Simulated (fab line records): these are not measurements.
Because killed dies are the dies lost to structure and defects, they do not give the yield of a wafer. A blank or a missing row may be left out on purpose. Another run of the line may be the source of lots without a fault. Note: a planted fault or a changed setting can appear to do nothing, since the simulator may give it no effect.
What tool caused it?	flow nand_harc	13 lots, 39 wafers sampled, at 5 steps of a route of 1159

WHAT EACH GAUGE READ, for each wafer
NHARC_P_ZERO_WELL_CD_MEAS_24 targets a cd of 720 nm. Usual: cd_nm reads 718.2 nm (standard deviation 2).
lot	measured	on	cd_nm (nm)	flag
L790	day 1 14:29	cd_sem-03	716.3 719.2 719.8	
L791	day 1 20:35	cd_sem-03	714.6 717.0 715.9	
L793	day 2 08:41	cd_sem-01	717.2 715.0 718.0	
L794	day 2 14:35	cd_sem-02	721.6 720.4 722.0	
L796	day 3 02:29	cd_sem-01	717.3 715.0 718.9	
L798	day 3 14:20	cd_sem-02	718.8 717.4 717.6	
L799	day 3 20:35	cd_sem-02	716.0 719.6 719.9	
L801	day 4 08:21	cd_sem-03	717.6 716.3 713.8	
L802	day 4 14:29	cd_sem-02	719.2 719.6 720.2	
L803	day 4 20:34	cd_sem-01	716.4 715.7 716.4	
L805	day 5 08:37	cd_sem-01	718.1 718.5 719.4	
L806	day 5 14:28	cd_sem-01	719.0 719.1 717.6	
L807	day 5 20:36	cd_sem-02	716.4 717.4 716.0	

NHARC_END_SORT_01. Usual: killed_at_array 28, standard deviation 11; killed_at_other 0.8, standard deviation 1.1; killed_at_periphery 3.3, standard deviation 2.8; killed_dies 32, standard deviation 11; killed_open 3.3, standard deviation 1.9; killed_short 1.9, standard deviation 1.4.
lot	measured	on	killed_at_array	killed_at_other	killed_at_periphery	killed_dies	killed_open	killed_short	flag
L805	day 24 01:09	prober-02	46 49 48	1 0 1	4 0 0	51 49 49	4 1 1	3 1 2	

WHAT TOOL EACH LOT RAN ON (gives the tool, then ch and the chambers of the sampled wafers, and finally the start)
lot	NHARC_P_ZERO_WELL_DESCUM_13	NHARC_P_ZERO_WELL_RTA_42	NHARC_P_STI_OXIDE_29
L790	rie_diel-12 ch 1,2,3, day 1 13:17	rtp_anneal-01 ch 0, day 1 18:55	furnace-06 ch 0, day 2 02:16
L791	rie_diel-08 ch 0,2, day 1 19:24	rtp_anneal-02 ch 0, day 2 01:05	furnace-06 ch 0, day 2 02:16
L793	rie_diel-08 ch 1,2, day 2 07:36	rtp_anneal-02 ch 0, day 2 13:24	furnace-02 ch 0, day 2 17:39
L794	rie_diel-08 ch 0,1,2, day 2 13:24	rtp_anneal-01 ch 0, day 2 18:53	furnace-02 ch 0, day 3 01:01
L796	rie_diel-08 ch 0,2,3, day 3 01:26	rtp_anneal-01 ch 0, day 3 13:11	furnace-06 ch 0, day 3 17:27
L798	rie_diel-08 ch 0,1,2, day 3 13:17	rtp_anneal-02 ch 0, day 3 18:38	furnace-07 ch 0, day 4 00:50
L799	rie_diel-11 ch 1,2,3, day 3 19:24	rtp_anneal-02 ch 0, day 4 00:46	furnace-06 ch 0, day 4 05:26
L801	rie_diel-11 ch 0,3, day 4 07:17	rtp_anneal-02 ch 0, day 4 12:47	furnace-06 ch 0, day 4 14:13
L802	rie_diel-12 ch 1,2,3, day 4 13:26	rtp_anneal-01 ch 0, day 4 18:47	furnace-07 ch 0, day 4 23:28
L803	rie_diel-12 ch 1,2, day 4 19:22	rtp_anneal-01 ch 0, day 5 00:52	furnace-06 ch 0, day 5 07:10
L805	rie_diel-11 ch 0,2,3, day 5 07:23	rtp_anneal-02 ch 0, day 5 13:03	furnace-07 ch 0, day 6 01:34 and furnace-06 ch 0, day 6 06:08
L806	rie_diel-11 ch 0,1,3, day 5 13:17	rtp_anneal-02 ch 0, day 5 18:40	furnace-07 ch 0, day 6 01:34
L807	rie_diel-11 ch 0,1,3, day 5 19:26	rtp_anneal-02 ch 0, day 6 01:20	furnace-07 ch 0, day 6 09:35
- NHARC_P_ZERO_WELL_DESCUM_13: chemistry O2, time 3 s.
- NHARC_P_ZERO_WELL_RTA_42: time 300 s.
- NHARC_P_STI_OXIDE_29: material SiO2, target thk 10 nm, ox time 1362 s.

WHAT THE TOOLS THEMSELVES READ (means of the sampled wafers that have a number; where no wafer has one, the mark that the record gives instead)
NHARC_P_ZERO_WELL_DESCUM_13. Usual: drypump_motor_current_A 5.6 A, standard deviation 0.36; oes_product_au 1.004 a.u., standard deviation 0.013; rf_vpp_V 58.1 V, standard deviation 0.86; showerhead_plenum_p_Torr 1.95 Torr, standard deviation 0.064; throttle_valve_pct 11.311 %, standard deviation 0.009.
lot	tool	drypump_motor_current_A (A)	oes_product_au (a.u.)	rf_vpp_V (V)	showerhead_plenum_p_Torr (Torr)	throttle_valve_pct (%)	flag
L790	rie_diel-12	5.8	1.000	57.3	1.94	11.311	
L791	rie_diel-08	5.9	1.000	58.6	1.97	11.304	
L793	rie_diel-08	5.6	1.012	57.6	1.88	11.317	
L794	rie_diel-08	5.7	1.007	58.0	1.91	11.309	
L796	rie_diel-08	5.9	1.002	58.5	1.94	11.312	
L798	rie_diel-08	5.7	1.003	57.3	1.91	11.306	
L799	rie_diel-11	5.4	1.015	57.2	1.96	11.311	
L801	rie_diel-11	5.4	1.007	58.1	1.97	11.305	
L802	rie_diel-12	5.8	1.011	57.4	1.94	11.319	
L803	rie_diel-12	5.9	1.010	58.4	2.00	11.309	
L805	rie_diel-11	5.5	1.003	58.0	1.98	11.305	
L806	rie_diel-11	5.3	1.005	58.7	1.97	11.307	
L807	rie_diel-11	5.3	1.014	57.9	1.96	11.317	

NHARC_P_ZERO_WELL_RTA_42. Usual: lamp_power_pct 42.7 %, standard deviation 2.1; lamp_zone_2_pct 42.7 %, standard deviation 2.1; wafer_temp_C_max 1105.8, standard deviation 1.
lot	tool	lamp_power_pct (%)	lamp_zone_2_pct (%)	wafer_temp_C_max	flag
L790	rtp_anneal-01	40.2	40.2	1105.8	
L791	rtp_anneal-02	44.5	44.5	1105.5	
L793	rtp_anneal-02	44.3	44.3	1105.0	
L794	rtp_anneal-01	40.3	40.2	1106.6	
L796	rtp_anneal-01	40.2	40.3	1105.8	
L798	rtp_anneal-02	44.5	44.4	1105.6	
L799	rtp_anneal-02	44.4	44.5	1104.9	
L801	rtp_anneal-02	44.4	44.4	1105.0	
L802	rtp_anneal-01	40.2	40.2	1106.0	
L803	rtp_anneal-01	40.2	40.3	1106.9	
L805	rtp_anneal-02	44.4	44.5	1105.4	
L806	rtp_anneal-02	44.3	44.3	1105.7	
L807	rtp_anneal-02	44.5	44.5	1107.4	

NHARC_P_STI_OXIDE_29. Usual: zone_power_centre_pct reads 16.9 % (standard deviation 0.9).
lot	tool	zone_power_centre_pct (%)	flag
L790	furnace-06	18.0	
L791	furnace-06	18.2	
L793	furnace-02	17.7	
L794	furnace-02	17.8	
L796	furnace-06	17.8	
L798	furnace-07	16.0	
L799	furnace-06	18.1	
L801	furnace-06	17.9	
L802	furnace-07	16.2	
L803	furnace-06	17.9	
L805	furnace-07/furnace-06	16.9	
L806	furnace-07	16.1	
L807	furnace-07	16.2	

THE ANSWER, worked out from the rows above alone
Rule: a lot counts as off when the mean over its wafers that have a number is more than 3 standard deviations away from the usual mean. Also off: a lot with no number at a reading for which 4 or more lots have one. Where the step has rows for the other lots, those lots are counted as sound. First the gauges in route order, then the tools' own readings, where a lot's mean is used as printed above. The first step at which some lot is off is used, and at that step the reading that is off furthest; a lot without a number counts as furthest.
No lot is off at any reading shown: from this, nothing can be told.

WHAT THE SIMULATOR HAD PUT IN
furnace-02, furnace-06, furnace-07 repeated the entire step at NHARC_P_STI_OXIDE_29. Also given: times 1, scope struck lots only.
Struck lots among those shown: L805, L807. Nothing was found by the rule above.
